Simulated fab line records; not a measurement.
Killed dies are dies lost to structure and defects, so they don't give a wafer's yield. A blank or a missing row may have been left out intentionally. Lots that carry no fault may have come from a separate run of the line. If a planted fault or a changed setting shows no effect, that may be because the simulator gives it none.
fab line records	flow n5Finfet
record lots=5	wafers=15	lastDay=19
route steps=1938 shown BEOL_M0_CUTY@707 BEOL_M0@715 BEOL_M4@1111 PASSIVATION@1936
lots untouched by any fault: they come from a run of this same line in which no faults occurred
startH: hours from the record's opening day to when the first of the lot's shown wafers began	waitH: how many hours have passed since the lot's step before this one	" the same as in the row above	L1.1+2: one row covering several wafers at once	- either no value or no given start	* or withheld: withheld	< > ~ a bound
route shown NAME@n: NAME is a module with steps in the file, n the number in the route of the first one	usual: mean/standard deviation taken from wafers without a fault	same: alike in all rows	chamber/n: place in a boat	sites: each site's reading	_std_site: standard deviation of those values	_edge_site: inner sites' mean taken away from outer sites' mean	radiusMm: how far each site lies from the wafer's centre	mask NAME#n: copy n	behind: the tool/chamber that last shaped the wafer	hold: the reason the lot was held/the length of the hold in hours/how it ended	device: the transistor (n, p or np) that didn't switch	end of line: the same wafers' tests at the end of the route	for a step that has no rows: nothing shown but its recipe	killed: not the wafer's yield, but the dies lost to structure and defects at the first sort	map: per-die view of a wafer (x killed, . not killed, _ where there is no die)
set.NAME: the setting the step ran with; set.NAME@STEP: the setting that earlier step ran with	model.NAME: the simulator's own value behind a step, which no gauge read
certain route steps with their lots: each step a table, each wafer a row
services: a tool's chamber out of use, with start hour (startH, from the record's first day; less than 0 if before it), hours out, and reason
## steps
# step N5_BEOL_M0_CUTY_DEVELOP_56
# recipe developTimeS=30	developer=TMAH	resist=CAR-ArF-block	rinseLiquid=diw	dry=airSpin	devTempC=23
# step N5_BEOL_M0_CUTY_DESCUM_61
# recipe chemistry=O2	timeS=7.9	sourcePowerW=50	biasPowerW=20	pressureMtorr=20	rfFrequencyHz=2.712e+07	tempC=40	resist=CAR-ArF-block	o2FlowSccm=225
# step N5_BEOL_M0_CUTY_ETCH_62
# recipe chemistry=CF4	target=SiARC	maskMaterial=CAR-ArF-block	timeS=58.5	ionEnergyEv=80	pressureMtorr=40	sourceW=545	biasW=36	Ar_flow_sccm=100	cf4FlowSccm=100	ends=cleared
# step N5_BEOL_M0_CUTY_ETCH_63
# recipe chemistry=N2/H2	target=SOC	targetDepthA=827	overetchA=165	maskMaterial=SiARC	tempC=40	ionEnergyEv=200	timeS=124	pressureMtorr=30	sourceW=840	biasW=150	n2FlowSccm=200	h2FlowSccm=200
# step N5_BEOL_M0_CUTY_STRIP_64
# recipe chemistry=N2/H2	tempC=40	n2FlowSccm=200	h2FlowSccm=200	rfFrequencyHz=6e+07
# step N5_BEOL_M0_ETCH_138
# recipe chemistry=CH3F/O2	targetDepthA=120	target=SiCN	timeS=31.6	ionEnergyEv=120	pressureMtorr=30	sourceW=395	biasW=75	Ar_flow_sccm=150	CH3F_flow_sccm=30	O2_flow_sccm=20	ends=cleared
# step N5_BEOL_M0_HM_OPEN_105
# recipe chemistry=Cl2/BCl3	targetDepthA=120	target=TiN	ionEnergyEv=150	pressureMtorr=10	icpW=1000	biasW=126	Cl2_flow_sccm=53.25	bcl3FlowSccm=21.75	Ar_flow_sccm=25
# step N5_BEOL_M0_STRIP_140
# recipe chemistry=CF4	resist=SiARC	powerW=300	biasPowerW=75	pressureMtorr=50	cf4FlowSccm=150	rfFrequencyHz=6e+07
# step N5_BEOL_M0_STRIP_104
# recipe chemistry=N2/H2	powerW=450	tempC=40	pressureMtorr=20	rfFrequencyHz=6e+07	overashFraction=0.3	biasPowerW=7	h2Frac=0.5	n2FlowSccm=200	h2FlowSccm=200
# step N5_BEOL_M0_WET_ETCH_106
# recipe chemistry=DHF	dilution=10:1	tempC=25	target=SiO2	targetDepthA=1300	dry=ipaMarangoni	rinseTimeS=30	rinseTempC=23
# usual bathHeatDutyPct=6.3/0.69	rinseTempC=22.99/0.097
lot.wafer	tool	chamber	startH	waitH	bathHeatDutyPct	rinseTempC	model.SiO2_of_BEOL_M0_SAQP_ALD_48.thkNm
L289.3	wetBench-05	4	210.18	-	-	-	12
L289.5	"	0	"	"	-	-	11.6
L289.6	"	2	"	"	-	-	11.6
L290.1	wetBench-06	3	214.06	-	-	-	11.6
L290.3	"	5	"	"	-	-	11.6
L290.6	"	2	"	"	-	-	11.6
L291.4	wetBench-05	2	220.08	-	-	-	12
L291.5	"	3	"	"	-	-	11.8
L291.6	"	6	"	"	-	-	11.4
L293.1	wetBench-05	6	241.07	-	5.7	22.76	0
L293.5	"	1	"	"	6.3	23.08	0
L293.6	"	5	"	"	5.3	23.03	0
L294.1	wetBench-05	6	247.80	-	5.7	22.95	0
L294.2	"	4	"	"	5.9	22.89	0
L294.6	"	3	"	"	5.7	23.12	0
# step N5_BEOL_M0_ETCH_128
# recipe chemistry=CF4/N2	targetDepthA=120	overetchA=51	target=SiCN	timeS=21.4	ionEnergyEv=150	pressureMtorr=40	sourceW=430	biasW=70	Ar_flow_sccm=100	cf4FlowSccm=60	n2FlowSccm=60
# usual biasW=70.02/0.21	cf4FlowSccm=59.99/0.18	drypumpMotorCurrentA=5.50/0.29	oesProductAu=0.54/0.064	rfVppV=381.9/1.8	showerheadPlenumPTorr=2.19/0.072	throttleValvePct=15.35/0.21
# same timeS=21.4
lot.wafer	tool	chamber	startH	waitH	biasW	cf4FlowSccm	drypumpMotorCurrentA	oesProductAu	rfHoursCounterH	rfVppV	showerheadPlenumPTorr	throttleValvePct	model.etch.depthNm
L289.3	rieDiel-04	3	210.24	0.0	70.51	59.96	5.22	0.60	186	381.7	2.19	15.43	11.94
L289.5	"	2	"	"	70.19	59.87	5.40	0.77	-	381.5	2.17	14.94	11.65
L289.6	"	0	"	"	69.97	59.98	5.52	0.57	-	381.4	2.18	15.43	11.61
L290.1	rieDiel-01	3	214.11	0.0	69.86	59.80	5.26	0.69	45	381.1	2.14	15.22	11.66
L290.3	"	0	"	"	69.74	59.99	5.33	0.57	216	383.3	2.27	15.46	11.51
L290.6	"	0	"	"	70.10	59.92	5.31	0.56	-	383.8	2.27	15.44	11.54
L291.4	rieDiel-03	0	220.15	0.0	70.10	60.05	5.83	0.73	-	384.4	2.25	14.86	11.96
L291.5	"	2	"	"	70.14	59.82	4.94	0.71	-	385.8	2.35	15.39	11.76
L291.6	"	3	"	"	70.12	59.94	5.44	0.65	-	382.2	2.23	15.34	11.33
L293.1	rieDiel-03	1	241.35	0.3	69.76	60.22	5.83	0.66	2	383.8	2.27	15.31	8.361
L293.5	"	1	"	"	69.63	60.51	5.85	0.67	-	383.6	2.27	15.30	8.407
L293.6	"	2	"	"	69.66	60.16	4.98	0.61	-	386.4	2.34	15.41	8.783
L294.1	rieDiel-04	0	247.97	0.1	70.18	60.04	5.54	0.48	243	381.3	2.18	15.46	8.411
L294.2	"	1	"	"	69.58	60.07	5.92	0.49	224	379.1	2.10	15.54	8.655
L294.6	"	3	"	"	69.62	59.87	5.21	0.50	-	378.9	2.18	15.45	8.733
# step N5_BEOL_M0_TRENCH_ETCH_107
# recipe chemistry=C4F6/O2	targetDepthA=328	target=SiOC	timeS=16.4	ionEnergyEv=250	pressureMtorr=30	sourceW=355	biasW=185	Ar_flow_sccm=300	C4F6_flow_sccm=10	O2_flow_sccm=10
# step N5_BEOL_M4_RC_MEAS_101
# usual DIBL_N=36.8/1.9	DIBL_P=36.5/2.1	IOFF_N=0.17/0.038	IOFF_P=0.22/0.039	ION_N=675/12	ION_P=463/7.4	SS_N=71.6/0.71	SS_P=73.4/0.72	VT_N=249/3.3	VT_P=-250/3.3
lot.wafer	tool	chamber	startH	waitH	DIBL_N[mV/V]	DIBL_P[mV/V]	IOFF_N[nA/um]	IOFF_P[nA/um]	ION_N[uA/um]	ION_P[uA/um]	SS_N[mV/dec]	SS_P[mV/dec]	VT_N[mV]	VT_P[mV]
L293.1	prober-02	0	330.21	0.0	33.8	33.3	0.12	0.16	673	464	70.2	72.9	255	-254
L293.5	"	0	"	"	33.5	32.1	0.10	0.14	678	463	71.0	73.0	257	-257
L293.6	"	0	"	"	33.9	32.7	0.11	0.14	672	459	70.6	73.0	252	-255
L294.1	prober-01	0	338.00	0.0	35.7	35.7	0.14	0.19	665	455	70.9	72.9	249	-252
L294.2	"	0	"	"	39.7	40.1	0.23	0.28	700	469	73.4	73.6	246	-249
L294.6	"	0	"	"	37.6	39.0	0.18	0.23	674	461	72.3	73.2	247	-248
# step N5_PASSIVATION_PROBE_49
# usual defectLimitedYield=91.3/1.4	killed_at_M0_to_M3=33/11	killed_at_M4_up=15/6.2	killedAtContacts=13/6.5	killedAtFrontEnd=38/11	killedAtOther=3.4/2.6	killedDies=102/17	killedOnRim=13/4.1	killedOpen=67/12	killedShort=34/7.9	sort_bin_5_function=5.1/0.88	sort_bin_6_memory=3.3/0.65	sortNPass=1078/17	sortYieldPct=91.3/1.4
# same grossDies=1180	killedAtBackSide=0	sort_bin_4_leakage[%]=0	sort_bin_8_speed[%]=0
lot.wafer	tool	chamber	startH	waitH	defectLimitedYield[%]	killed_at_M0_to_M3	killed_at_M4_up	killedAtContacts	killedAtFrontEnd	killedAtOther	killedDies	killedOnRim	killedOpen	killedShort	sort_bin_5_function[%]	sort_bin_6_memory[%]	sortNPass	sortYieldPct[%]
L289.3	prober-01	-	369.40	0.1	0	1106	10	8	54	2	1180	152	62	29	96.6	3.3	0	0
L289.5	prober-01	-	369.50	0.2	0	1088	11	18	63	0	1180	152	66	44	95.6	4.0	0	0
L289.6	prober-01	-	369.55	0.3	0	1111	9	18	42	0	1180	152	74	25	97.0	2.6	0	0
L290.1	prober-02	-	392.52	0.0	0	1105	24	14	30	7	1180	152	71	35	96.1	3.5	0	0
L290.3	prober-02	-	392.62	0.1	0	1095	25	18	38	4	1180	152	74	28	95.9	3.9	0	0
L290.6	prober-02	-	392.77	0.3	0	1094	25	12	48	1	1180	152	61	34	96.6	3.1	0	0
L291.4	prober-02	-	420.28	0.2	0	1109	15	17	35	4	1180	152	59	42	96.0	3.7	0	0
L291.5	prober-02	-	420.33	0.2	0	1121	15	13	28	3	1180	152	54	26	97.3	2.5	0	0
L291.6	prober-02	-	420.38	0.3	0	1099	18	21	40	2	1180	152	67	38	96.0	3.3	0	0
L294.1	prober-02	-	455.74	0.0	91.3	33	26	13	28	3	103	12	75	25	4.6	3.9	1077	91.3
L294.2	prober-02	-	455.79	0.1	91.1	37	23	5	37	3	105	13	71	32	5.3	3.4	1075	91.1
L294.6	prober-02	-	455.99	0.3	94.2	22	17	6	23	0	68	7	46	19	3.5	2.2	1112	94.2
# killed by level:class
L289.3 BEOL_M0:areaEtch=1089 STI_FIN_REVEAL:geometricParticle:open=21 GATE_CUT:geometricParticle:short=9 FIN_SAQP:geometricParticle:short=8 MOL_CONTACT_COAG:geometricParticle:open=8 BEOL_M0_SAQP:geometricParticle:open=6 FIN_SAQP:geometricParticle:open=5 BEOL_M0_SAQP:geometricParticle:short=5
L289.5 BEOL_M0:areaEtch=1069 FIN_SAQP:geometricParticle:short=20 STI_FIN_REVEAL:geometricParticle:open=16 MOL_CONTACT_COAG:geometricParticle:open=16 FIN_SAQP:geometricParticle:open=9 BEOL_M4:geometricParticle:open=6 BEOL_M1:geometricParticle:open=4 BEOL_M0_SAQP:geometricParticle:open=4
L289.6 BEOL_M0:areaEtch=1080 MOL_CONTACT_COAG:geometricParticle:open=15 FIN_SAQP:geometricParticle:open=11 STI_FIN_REVEAL:geometricParticle:open=11 BEOL_M3:geometricParticle:open=10 FIN_SAQP:geometricParticle:short=7 BEOL_M1:geometricParticle:open=6 BEOL_M3:geometricParticle:short=4
L290.1 BEOL_M0:areaEtch=1072 BEOL_M4:geometricParticle:open=13 MOL_CONTACT_COAG:geometricParticle:open=12 BEOL_M2:geometricParticle:open=11 GATE_CUT:geometricParticle:open=5 BEOL_M1:geometricParticle:open=5 BEOL_M4:geometricParticle:short=5 BEOL_M0_SAQP:geometricParticle:open=4
L290.3 BEOL_M0:areaEtch=1077 MOL_CONTACT_COAG:geometricParticle:open=17 BEOL_M4:geometricParticle:open=15 GATE_CUT:geometricParticle:short=11 BEOL_M2:geometricParticle:open=11 GATE_CUT:geometricParticle:open=7 FIN_SAQP:geometricParticle:short=4 FIN_SAQP:geometricParticle:open=4
L290.6 BEOL_M0:areaEtch=1083 BEOL_M4:geometricParticle:open=15 MOL_CONTACT_COAG:geometricParticle:open=12 STI_FIN_REVEAL:geometricParticle:open=9 FIN_SAQP:geometricParticle:short=8 BEOL_M0_SAQP:geometricParticle:short=7 GATE_CUT:geometricParticle:short=5 STARTING-WAFER:geometricParticle:short=5
L291.4 BEOL_M0:areaEtch=1078 MOL_CONTACT_COAG:geometricParticle:open=16 FIN_SAQP:geometricParticle:short=13 FIN_SAQP:geometricParticle:open=10 BEOL_M3:geometricParticle:short=8 BEOL_M0_SAQP:geometricParticle:open=4 BEOL_M0_SAQP:geometricParticle:short=4 BEOL_M2:geometricParticle:open=4
L291.5 BEOL_M0:areaEtch=1100 MOL_CONTACT_COAG:geometricParticle:open=13 BEOL_M4:geometricParticle:open=8 FIN_SAQP:geometricParticle:short=6 STI_FIN_REVEAL:geometricParticle:open=6 BEOL_M0_SAQP:geometricParticle:short=4 STARTING-WAFER:geometricParticle:short=4 FIN_SAQP:geometricParticle:open=3
L291.6 BEOL_M0:areaEtch=1071 MOL_CONTACT_COAG:geometricParticle:open=18 FIN_SAQP:geometricParticle:short=13 BEOL_M0_SAQP:geometricParticle:short=8 FIN_SAQP:geometricParticle:open=7 BEOL_M4:geometricParticle:open=7 BEOL_M5:geometricParticle:open=6 BEOL_M0_SAQP:geometricParticle:open=5
L294.1 BEOL_M4:geometricParticle:open=16 MOL_CONTACT_COAG:geometricParticle:open=12 FIN_SAQP:geometricParticle:open=8 BEOL_M0_SAQP:geometricParticle:open=8 BEOL_M0_SAQP:geometricParticle:short=6 STARTING-WAFER:geometricParticle:open=6 DUMMY_GATE:geometricParticle:open=5 BEOL_M3:geometricParticle:open=4
L294.2 FIN_SAQP:geometricParticle:open=15 BEOL_M4:geometricParticle:open=12 BEOL_M3:geometricParticle:open=7 BEOL_M0_SAQP:geometricParticle:open=6 BEOL_M2:geometricParticle:open=5 MOL_CONTACT_COAG:geometricParticle:open=5 BEOL_M0:geometricParticle:open=5 FIN_SAQP:geometricParticle:short=4
L294.6 FIN_SAQP:geometricParticle:open=6 BEOL_M0_SAQP:geometricParticle:short=6 BEOL_M4:geometricParticle:open=6 MOL_CONTACT_COAG:geometricParticle:open=5 BEOL_M1:geometricParticle:open=5 BEOL_M5:geometricParticle:open=5 DUMMY_GATE:geometricParticle:open=4 BEOL_M2:geometricParticle:open=4
# map L289.3 (x killed, . not)
_________________xxxxxxxxxxxx________________
______________xxxxxxxxxxxxxxxxxx_____________
___________xxxxxxxxxxxxxxxxxxxxxxxx__________
__________xxxxxxxxxxxxxxxxxxxxxxxxxx_________
________xxxxxxxxxxxxxxxxxxxxxxxxxxxxxx_______
_______xxxxxxxxxxxxxxxxxxxxxxxxxxxxxxxx______
______xxxxxxxxxxxxxxxxxxxxxxxxxxxxxxxxxx_____
_____xxxxxxxxxxxxxxxxxxxxxxxxxxxxxxxxxxxx____
____xxxxxxxxxxxxxxxxxxxxxxxxxxxxxxxxxxxxxx___
___xxxxxxxxxxxxxxxxxxxxxxxxxxxxxxxxxxxxxxxx__
___xxxxxxxxxxxxxxxxxxxxxxxxxxxxxxxxxxxxxxxx__
__xxxxxxxxxxxxxxxxxxxxxxxxxxxxxxxxxxxxxxxxxx_
__xxxxxxxxxxxxxxxxxxxxxxxxxxxxxxxxxxxxxxxxxx_
_xxxxxxxxxxxxxxxxxxxxxxxxxxxxxxxxxxxxxxxxxxxx
_xxxxxxxxxxxxxxxxxxxxxxxxxxxxxxxxxxxxxxxxxxxx
_xxxxxxxxxxxxxxxxxxxxxxxxxxxxxxxxxxxxxxxxxxxx
_xxxxxxxxxxxxxxxxxxxxxxxxxxxxxxxxxxxxxxxxxxxx
_xxxxxxxxxxxxxxxxxxxxxxxxxxxxxxxxxxxxxxxxxxxx
_xxxxxxxxxxxxxxxxxxxxxxxxxxxxxxxxxxxxxxxxxxxx
_xxxxxxxxxxxxxxxxxxxxxxxxxxxxxxxxxxxxxxxxxxxx
_xxxxxxxxxxxxxxxxxxxxxxxxxxxxxxxxxxxxxxxxxxxx
__xxxxxxxxxxxxxxxxxxxxxxxxxxxxxxxxxxxxxxxxxx_
__xxxxxxxxxxxxxxxxxxxxxxxxxxxxxxxxxxxxxxxxxx_
___xxxxxxxxxxxxxxxxxxxxxxxxxxxxxxxxxxxxxxxx__
___xxxxxxxxxxxxxxxxxxxxxxxxxxxxxxxxxxxxxxxx__
____xxxxxxxxxxxxxxxxxxxxxxxxxxxxxxxxxxxxxx___
_____xxxxxxxxxxxxxxxxxxxxxxxxxxxxxxxxxxxx____
______xxxxxxxxxxxxxxxxxxxxxxxxxxxxxxxxxx_____
_______xxxxxxxxxxxxxxxxxxxxxxxxxxxxxxxx______
________xxxxxxxxxxxxxxxxxxxxxxxxxxxxxx_______
__________xxxxxxxxxxxxxxxxxxxxxxxxxx_________
___________xxxxxxxxxxxxxxxxxxxxxxxx__________
______________xxxxxxxxxxxxxxxxxx_____________
_________________xxxxxxxxxxxx________________
# map L290.1 (x killed, . not)
_________________xxxxxxxxxxxx________________
______________xxxxxxxxxxxxxxxxxx_____________
___________xxxxxxxxxxxxxxxxxxxxxxxx__________
__________xxxxxxxxxxxxxxxxxxxxxxxxxx_________
________xxxxxxxxxxxxxxxxxxxxxxxxxxxxxx_______
_______xxxxxxxxxxxxxxxxxxxxxxxxxxxxxxxx______
______xxxxxxxxxxxxxxxxxxxxxxxxxxxxxxxxxx_____
_____xxxxxxxxxxxxxxxxxxxxxxxxxxxxxxxxxxxx____
____xxxxxxxxxxxxxxxxxxxxxxxxxxxxxxxxxxxxxx___
___xxxxxxxxxxxxxxxxxxxxxxxxxxxxxxxxxxxxxxxx__
___xxxxxxxxxxxxxxxxxxxxxxxxxxxxxxxxxxxxxxxx__
__xxxxxxxxxxxxxxxxxxxxxxxxxxxxxxxxxxxxxxxxxx_
__xxxxxxxxxxxxxxxxxxxxxxxxxxxxxxxxxxxxxxxxxx_
_xxxxxxxxxxxxxxxxxxxxxxxxxxxxxxxxxxxxxxxxxxxx
_xxxxxxxxxxxxxxxxxxxxxxxxxxxxxxxxxxxxxxxxxxxx
_xxxxxxxxxxxxxxxxxxxxxxxxxxxxxxxxxxxxxxxxxxxx
_xxxxxxxxxxxxxxxxxxxxxxxxxxxxxxxxxxxxxxxxxxxx
_xxxxxxxxxxxxxxxxxxxxxxxxxxxxxxxxxxxxxxxxxxxx
_xxxxxxxxxxxxxxxxxxxxxxxxxxxxxxxxxxxxxxxxxxxx
_xxxxxxxxxxxxxxxxxxxxxxxxxxxxxxxxxxxxxxxxxxxx
_xxxxxxxxxxxxxxxxxxxxxxxxxxxxxxxxxxxxxxxxxxxx
__xxxxxxxxxxxxxxxxxxxxxxxxxxxxxxxxxxxxxxxxxx_
__xxxxxxxxxxxxxxxxxxxxxxxxxxxxxxxxxxxxxxxxxx_
___xxxxxxxxxxxxxxxxxxxxxxxxxxxxxxxxxxxxxxxx__
___xxxxxxxxxxxxxxxxxxxxxxxxxxxxxxxxxxxxxxxx__
____xxxxxxxxxxxxxxxxxxxxxxxxxxxxxxxxxxxxxx___
_____xxxxxxxxxxxxxxxxxxxxxxxxxxxxxxxxxxxx____
______xxxxxxxxxxxxxxxxxxxxxxxxxxxxxxxxxx_____
_______xxxxxxxxxxxxxxxxxxxxxxxxxxxxxxxx______
________xxxxxxxxxxxxxxxxxxxxxxxxxxxxxx_______
__________xxxxxxxxxxxxxxxxxxxxxxxxxx_________
___________xxxxxxxxxxxxxxxxxxxxxxxx__________
______________xxxxxxxxxxxxxxxxxx_____________
_________________xxxxxxxxxxxx________________
## services
tool	chamber	startH	hours	kind
rieDiel-03	1	218.97	-	clean
rieDiel-03	1	218.97	-	consumableReplace:focusRing
rieDiel-03	1	218.97	17.2	scheduledDown
rieDiel-03	1	218.97	17.2	ventCycle
rieDiel-04	1	232.60	8.5	repair
rieDiel-01	3	236.72	4.0	repair
## key
firstSign step=N5_BEOL_M0_WET_ETCH_106	reading=toolRecord	direction=missing
effect step=N5_PASSIVATION_PROBE_49	reading=sort_bin_5_function	direction=up	sigmas=99+	usual=5.1	struck=96.4
modelEffect step=N5_BEOL_M0_WET_ETCH_106	value=SiO2_of_BEOL_M0_SAQP_ALD_48.thkNm	without=0	struck=11.69
modelEffect step=N5_BEOL_M0_ETCH_128	value=etch.depthNm	without=8.565	struck=11.66
moreKillsBornAt N5_BEOL_M0_WET_ETCH_106@wetBench-05=6487	N5_BEOL_M0_WET_ETCH_106@wetBench-06=3232
metAt N5_BEOL_M0_WET_ETCH_106
struckWafers L289.3,L289.5,L289.6,L290.1,L290.3,L290.6,L291.4,L291.5,L291.6
laterRowsLeftOut L289.3,L289.5,L289.6,L290.1,L290.3,L290.6,L291.4,L291.5,L291.6
fault kind=skippedStepWhole	tool=wetBench-05,wetBench-06	chamber=-	onsetH=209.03	steps=N5_BEOL_M0_WET_ETCH_106	scope=struckLotsOnly
# laterRowsLeftOut: the simulator's readings of these wafers behind a module that went badly wrong aren't trusted and aren't shown, but for the sort
